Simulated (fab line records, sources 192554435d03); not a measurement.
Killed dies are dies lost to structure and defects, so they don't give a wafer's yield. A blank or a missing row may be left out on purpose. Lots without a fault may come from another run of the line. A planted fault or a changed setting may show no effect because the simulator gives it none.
fab line records | flow n5_finfet
record lots=11 wafers=31 last_day=20
route steps=1938 shown BEOL_M3@1016 BEOL_M4@1046 PASSIVATION@1936
lots that met no fault: from a run of the same line without faults
start_h: hours from the record's first day to the start of the lot's first wafer shown | wait_h: hours since the lot's step before | " the same as in the row above | L1.1+2: a row that stands for several wafers | - no value, or no start given | * or withheld: withheld | < > ~ a bound
route shown NAME@n: a module of which the file shows steps, and the number in the route of the first | usual: mean/standard deviation of fault-free wafers | same: alike in all rows | chamber/n: place in a boat | sites: the reading at each site | _std_site: their standard deviation | _edge_site: outer sites' mean less inner sites' | radius_mm: how far each site lies from the wafer's centre | mask NAME#n: copy n | behind: the tool/chamber that last shaped the wafer | hold: why the lot was held/for how many hours/how that ended | device: the transistor (n, p or np) that didn't switch | end of line: the same wafers' tests at the end of the route | a step without rows: its recipe alone | killed: dies lost to structure and defects at the first sort, not the wafer's yield | map: a wafer's dies, x killed, . not, _ none there
set.NAME: the setting as run; set.NAME@STEP: as run at that earlier step | model.NAME: the simulator's own value behind a step, which no gauge read
steps of the route over a sample of lots; a table a step, a row a wafer
services: from which hour (start_h, from the record's first day; less than 0 if before it) a tool's chamber was out of use, for how many hours, and why
## steps
# step N5_BEOL_M3_CO_CAP_55
# recipe material=Co target_thk_a=20 temp_c=200 precursor=CCTBA/H2 pressure_torr=30 time_s=102.1
# usual heater_power_w=252/27
# columns lot.wafer tool chamber start_h wait_h heater_power_w
L879.1 cvd_co-01 0 194.81 0.0 207
L879.3 " 0 " " 218
L879.6 " 0 " " 214
L880.1 cvd_co-01 1 211.00 0.0 256
L880.4 " 2 " " 239
L880.6 " 1 " " 252
L881.3 cvd_co-01 2 216.97 0.0 234
L881.5 " 0 " " 207
L881.6 " 1 " " 248
L883.2 cvd_co-01 1 230.36 0.0 257
L883.3 " 0 " " 213
L883.4 " 1 " " 259
L882.2 cvd_co-02 1 236.51 0.0 297
L882.4 " 2 " " 269
L882.6 " 0 " " 240
L889.1 cvd_co-02 1 254.90 0.0 300
L889.2 " 2 " " 269
L889.3 " 0 " " 238
L892.4 cvd_co-02 2 262.93 0.0 273
L892.6 " 1 " " 294
L893.2 cvd_co-01 2 267.17 0.0 244
L893.4 " 2 " " 242
L893.6 " 1 " " 261
L897.1 cvd_co-02 1 305.76 0.0 298
L897.6 " 0 " " 234
L901.1 cvd_co-01 1 335.41 0.0 256
L901.2 " 2 " " 237
L901.4 " 1 " " 261
L900.2 cvd_co-01 2 344.46 0.0 238
L900.3 " 1 " " 255
L900.4 " 2 " " 233
# step N5_BEOL_M3_INSPECT_59
# recipe inspect_instrument=darkfield mode=post_dep
# usual raw_defect_count=72/22
# columns lot.wafer tool chamber start_h wait_h raw_defect_count
L879.1 defect_inspect-02 - 195.06 0.0 72
L879.3 " - " " 101
L879.6 " - " " 89
L880.1 defect_inspect-02 - 211.21 0.0 50
L880.4 " - " " 51
L880.6 " - " " 80
L881.3 defect_inspect-02 - 217.18 0.0 73
L881.5 " - " " 43
L881.6 " - " " 68
L883.2 defect_inspect-01 - 230.57 0.0 75
L883.3 " - " " 50
L883.4 " - " " 37
L882.2 defect_inspect-02 - 236.72 0.0 70
L882.4 " - " " 72
L882.6 " - " " 88
L889.1 defect_inspect-01 - 255.11 0.0 72
L889.2 " - " " 45
L889.3 " - " " 72
L892.4 defect_inspect-01 - 263.11 0.0 62
L892.6 " - " " 94
L893.2 defect_inspect-01 - 267.38 0.0 41
L893.4 " - " " 68
L893.6 " - " " 65
L897.1 defect_inspect-01 - 305.97 0.0 47
L897.6 " - " " 107
L901.1 defect_inspect-01 - 335.62 0.0 55
L901.2 " - " " 87
L901.4 " - " " 62
L900.2 defect_inspect-01 - 344.71 0.0 62
L900.3 " - " " 63
L900.4 " - " " 97
# step N5_BEOL_M4_CD_MEAS_18
# recipe pitch_nm=36 target_cd_nm=18
# usual cd_nm=17.8/0.46
# columns lot.wafer tool chamber start_h wait_h cd_nm
L879.1 cd_sem-02 - 197.09 0.0 17.5
L879.3 " - " " 18.3
L879.6 " - " " 18.0
L880.1 cd_sem-01 - 213.83 0.0 17.7
L880.4 " - " " 18.0
L880.6 " - " " 17.8
L881.3 cd_sem-03 - 218.40 0.1 17.3
L881.5 " - " " 17.9
L881.6 " - " " 17.8
L883.2 cd_sem-03 - 232.46 0.1 17.5
L883.3 " - " " 18.3
L883.4 " - " " 17.7
L882.2 cd_sem-02 - 240.02 0.1 18.2
L882.4 " - " " 18.5
L882.6 " - " " 18.3
L889.1 cd_sem-01 - 257.64 0.0 17.4
L889.2 " - " " 17.7
L889.3 " - " " 18.8
L892.4 cd_sem-01 - 266.52 0.0 18.3
L892.6 " - " " 17.4
L893.2 cd_sem-03 - 269.14 0.1 17.5
L893.4 " - " " 17.8
L893.6 " - " " 18.4
L897.1 cd_sem-02 - 308.31 0.0 16.9
L897.6 " - " " 18.4
L901.1 cd_sem-01 - 337.32 0.0 16.8
L901.2 " - " " 18.8
L901.4 " - " " 17.6
L900.2 cd_sem-03 - 349.14 0.1 17.7
L900.3 " - " " 18.8
L900.4 " - " " 17.4
# step N5_BEOL_M4_ALD_98
# recipe material=SiO2 target_thk_a=25 temp_c=100 ald_precursor_family=BDEAS ald_co_reactant=O2-plasma pulse_time_s=1 co_reactant_pulse_time_s=1 purge_time_s=2 co_reactant_purge_time_s=2 ald_cycles=17 pressure_torr=2
# usual ald_cycles=17/0 heater_power_w=77/8 precursor_pulse_height_rel=0.997/0.017
# columns lot.wafer tool chamber start_h wait_h ald_cycles heater_power_w precursor_pulse_height_rel
L879.1 ald_sin-04 2 197.66 0.1 17 79 0.975
L879.3 " 3 " " 17 70 0.980
L879.6 " 0 " " 17 75 0.993
L880.1 ald_sin-04 1 214.41 0.1 17 66 0.976
L880.4 " 0 " " 17 74 0.982
L880.6 " 0 " " 17 77 0.978
L881.3 ald_sin-01 2 219.10 0.1 17 74 0.983
L881.5 " 2 " " 17 74 1.010
L881.6 " 1 " " 17 90 1.009
L883.2 ald_sin-04 1 233.11 0.1 17 67 0.977
L883.3 " 2 " " 17 78 1.012
L883.4 " 1 " " 17 65 1.026
L882.2 ald_sin-04 3 241.25 0.7 17 68 0.992
L882.4 " 0 " " 17 75 1.015
L882.6 " 1 " " 17 64 1.007
L889.1 ald_sin-01 2 258.34 0.1 17 72 0.993
L889.2 " 0 " " 17 76 1.024
L889.3 " 1 " " 17 95 0.987
L892.4 ald_sin-01 1 267.67 0.4 31 91 1.004
L892.6 " 2 " " 17 72 1.015
L893.2 ald_sin-01 3 269.99 0.1 17 74 0.997
L893.4 " 0 " " 31 79 0.958
L893.6 " 3 " " 17 71 1.012
L897.1 ald_sin-01 2 310.29 0.3 31 71 1.010
L897.6 " 0 " " 17 78 1.002
L901.1 ald_sin-04 1 337.89 0.1 17 65 1.006
L901.2 " 2 " " 17 76 1.009
L901.4 " 3 " " 17 70 0.998
L900.2 ald_sin-04 1 349.78 0.1 17 65 0.973
L900.3 " 0 " " 17 74 1.013
L900.4 " 2 " " 17 76 0.982
# step N5_BEOL_M4_RC_MEAS_101
# usual DIBL_N=37.1/2.6 DIBL_P=38/3 IOFF_N=0.18/0.052 IOFF_P=0.25/0.06 ION_N=678/15 ION_P=467/8.6 SS_N=71.7/0.73 SS_P=73.7/0.89 VT_N=249/4.3 VT_P=-248/3.8
# columns lot.wafer tool chamber start_h wait_h DIBL_N[mV/V] DIBL_P[mV/V] IOFF_N[nA/um] IOFF_P[nA/um] ION_N[uA/um] ION_P[uA/um] SS_N[mV/dec] SS_P[mV/dec] VT_N[mV] VT_P[mV]
L879.1 prober-02 0 228.07 0.0 34.6 36 0.13 0.18 657 448 70.1 72.9 253 -255
L879.3 " 0 " " 40.1 42 0.26 0.29 688 468 72.2 74.8 242 -245
L879.6 " 0 " " 36.5 38 0.17 0.22 667 459 72.0 72.7 249 -251
L880.1 prober-02 0 245.30 0.0 36.0 34 0.14 0.20 676 465 71.2 72.9 248 -250
L880.4 " 0 " " 36.3 36 0.17 0.24 692 472 71.6 73.4 244 -246
L880.6 " 0 " " 36.3 35 0.15 0.24 691 474 71.2 72.7 249 -248
L881.3 prober-01 0 257.73 0.7 37.3 39 0.21 0.29 708 478 71.3 74.5 242 -242
L881.5 " 0 " " 36.6 36 0.16 0.23 683 467 72.1 73.8 248 -246
L881.6 " 0 " " 36.6 38 0.18 0.29 682 476 70.9 74.0 243 -243
L883.2 prober-02 0 273.11 0.2 34.7 34 0.13 0.22 659 464 71.6 73.4 251 -247
L883.3 " 0 " " 33.9 33 0.12 0.19 661 461 71.3 72.3 253 -251
L883.4 " 0 " " 34.8 35 0.13 0.23 674 475 71.1 72.6 255 -246
L882.2 prober-02 0 282.47 0.2 40.6 39 0.20 0.30 661 466 73.0 74.1 248 -244
L882.4 " 0 " " 38.6 38 0.19 0.30 674 477 71.6 74.0 247 -243
L882.6 " 0 " " 39.5 37 0.19 0.26 692 475 71.4 73.9 248 -247
L889.1 prober-02 0 294.35 0.0 36.6 37 0.17 0.21 681 462 72.2 73.4 250 -248
L889.2 " 0 " " 35.2 37 0.15 0.21 683 474 71.9 73.5 251 -249
L889.3 " 0 " " 36.7 37 0.16 0.21 671 460 71.5 73.6 250 -251
L892.4 prober-02 0 316.51 0.5 33.3 34 0.11 0.17 652 459 71.0 72.6 257 -252
L892.6 " 0 " " 38.4 41 0.22 0.30 685 471 72.6 74.4 246 -246
L893.2 prober-01 0 317.31 0.2 34.6 36 0.12 0.22 669 471 71.3 73.4 256 -249
L893.4 " 0 " " 38.4 38 0.18 0.24 671 469 71.9 73.8 250 -248
L893.6 " 0 " " 40.5 41 0.23 0.32 693 476 72.6 74.8 246 -243
L897.1 prober-01 0 348.65 0.0 35.4 38 0.15 0.20 669 457 71.1 73.4 253 -252
L897.6 " 0 " " 35.1 38 0.15 0.21 669 460 71.3 73.4 251 -251
L900.2 prober-02 0 367.82 0.2 36.5 39 0.19 0.26 704 484 71.2 74.6 244 -243
L900.3 " 0 " " 37.0 39 0.19 0.26 674 462 72.0 73.8 248 -248
L900.4 " 0 " " 38.3 41 0.23 0.30 700 477 71.3 74.7 245 -248
L901.1 prober-02 0 375.35 0.0 39.7 42 0.26 0.32 694 474 72.8 75.2 241 -245
L901.2 " 0 " " 40.2 42 0.25 0.33 682 475 72.6 74.5 246 -245
L901.4 " 0 " " 38.0 39 0.22 0.26 681 466 72.4 74.2 245 -246
# step N5_PASSIVATION_PROBE_49
# usual defect_limited_yield=91.4/1.4 killed_at_M0_to_M3=34/9.1 killed_at_M4_up=14/5.2 killed_at_contacts=12/6.4 killed_at_front_end=38/11 killed_at_other=3.7/2.8 killed_dies=102/17 killed_on_rim=14/3.9 killed_open=68/13 killed_short=32/7.8 sort_bin_5_function=5.1/1 sort_bin_6_memory=3.2/0.66 sort_n_pass=1076/19 sort_yield_pct=91.2/1.6
# same gross_dies=1180 killed_at_back_side=0 sort_bin_4_leakage[%]=0 sort_bin_8_speed[%]=0
# columns lot.wafer tool chamber start_h wait_h defect_limited_yield[%] killed_at_M0_to_M3 killed_at_M4_up killed_at_contacts killed_at_front_end killed_at_other killed_dies killed_on_rim killed_open killed_short sort_bin_5_function[%] sort_bin_6_memory[%] sort_n_pass sort_yield_pct[%]
L882.2 prober-02 - 391.20 0.1 91.1 27 18 9 47 4 105 9 73 32 5.0 3.6 1075 91.1
L882.4 prober-02 - 391.30 0.2 89.5 24 21 31 48 0 124 18 89 35 6.6 3.6 1056 89.5
L882.6 prober-02 - 391.40 0.3 90.9 19 18 20 48 2 107 10 78 29 5.9 2.8 1073 90.9
L893.2 prober-02 - 422.47 0.1 91.4 28 11 20 40 2 101 17 70 30 5.3 2.8 1079 91.4
L893.4 prober-02 - 422.57 0.2 93.9 18 8 25 18 3 72 16 49 22 3.7 2.3 1108 93.9
L893.6 prober-02 - 422.67 0.3 90.4 33 13 21 43 3 113 16 78 32 6.6 2.7 1067 90.4
L892.4 prober-01 - 426.47 0.2 90.8 37 22 7 41 2 109 17 62 42 5.0 3.7 1071 90.8
# killed by level:class
L882.2 STI_FIN_REVEAL:geometric_particle:open=18 FIN_SAQP:geometric_particle:open=8 MOL_CONTACT_COAG:geometric_particle:open=8 BEOL_M4:geometric_particle:open=7 GATE_CUT:geometric_particle:short=5 BEOL_M1:geometric_particle:open=5 BEOL_M2:geometric_particle:open=5 BEOL_M5:geometric_particle:open=4
L882.4 MOL_CONTACT_COAG:geometric_particle:open=24 FIN_SAQP:geometric_particle:open=11 STI_FIN_REVEAL:geometric_particle:open=8 BEOL_M5:geometric_particle:open=8 DUMMY_GATE:geometric_particle:open=7 MOL_CONTACT_COAG:geometric_particle:short=7 BEOL_M0_SAQP:geometric_particle:short=6 BEOL_M0_SAQP:geometric_particle:open=6
L882.6 FIN_SAQP:geometric_particle:open=19 MOL_CONTACT_COAG:geometric_particle:open=18 FIN_SAQP:geometric_particle:short=7 STI_FIN_REVEAL:geometric_particle:open=7 BEOL_M0_SAQP:geometric_particle:short=6 DUMMY_GATE:geometric_particle:open=5 BEOL_M5:geometric_particle:open=4 BEOL_M3:geometric_particle:open=4
L893.2 MOL_CONTACT_COAG:geometric_particle:open=17 STI_FIN_REVEAL:geometric_particle:open=14 BEOL_M1:geometric_particle:short=7 BEOL_M2:geometric_particle:open=6 BEOL_M4:geometric_particle:open=6 DUMMY_GATE:geometric_particle:open=5 BEOL_M0_SAQP:geometric_particle:short=4 STARTING-WAFER:geometric_particle:open=4
L893.4 MOL_CONTACT_COAG:geometric_particle:open=18 STI_FIN_REVEAL:geometric_particle:open=7 MOL_CONTACT_COAG:geometric_particle:short=7 BEOL_M0_SAQP:geometric_particle:open=6 BEOL_M1:geometric_particle:open=3 BEOL_M3:geometric_particle:short=3 SPACER0:geometric_particle:short=2 ILD0:geometric_particle:short=2
L893.6 STI_FIN_REVEAL:geometric_particle:open=21 MOL_CONTACT_COAG:geometric_particle:open=18 BEOL_M0_SAQP:geometric_particle:short=11 BEOL_M2:geometric_particle:open=6 BEOL_M0_SAQP:geometric_particle:open=5 FIN_SAQP:geometric_particle:open=3 STI_FIN_REVEAL:geometric_particle:short=3 DUMMY_GATE:geometric_particle:open=3
L892.4 BEOL_M0_SAQP:geometric_particle:short=12 BEOL_M0_SAQP:geometric_particle:open=10 DUMMY_GATE:geometric_particle:open=8 FIN_SAQP:geometric_particle:open=7 FIN_SAQP:geometric_particle:short=7 BEOL_M4:geometric_particle:open=7 MOL_CONTACT_COAG:geometric_particle:open=6 BEOL_M4:geometric_particle:short=6
## services
# columns tool chamber start_h hours kind
cvd_co-01 2 182.14 16.5 repair
ald_sin-01 1 183.74 3.1 repair
ald_sin-04 0 229.62 4.6 repair
ald_sin-01 - 243.64 0.3 repair
ald_sin-04 - 260.60 2.8 pm
ald_sin-04 - 270.17 3.0 repair
cvd_co-02 0 276.78 11.1 repair
cvd_co-01 2 308.57 5.2 repair
cvd_co-02 1 333.33 - clean
cvd_co-02 1 333.33 22.0 scheduled_down
cvd_co-02 1 333.33 22.0 vent_cycle
ald_sin-01 - 336.22 6.0 pm
cvd_co-01 0 340.67 19.2 repair
ald_sin-01 - 347.89 2.8 pm
## key
first_sign step=N5_BEOL_M4_ALD_98 reading=ald_cycles direction=up sigmas=99+ usual=* struck=*
effect none on later readings
met_at N5_BEOL_M4_ALD_98
struck_lots L892,L893,L897
struck_wafers L892.4,L893.4,L897.1
not_acting_at N5_BEOL_M3_CO_CAP_55,N5_BEOL_M3_INSPECT_59,N5_BEOL_M4_CD_MEAS_18
onset_between 258.34 267.67
fault kind=process_parameter_drift tool=ald_sin-01 chamber=- onset_h=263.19 steps=N5_BEOL_M4_ALD_98 channel=ald_cycles offset=* shape=step end_h=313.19 scope=struck_wafers_only acts_in=* stated=*
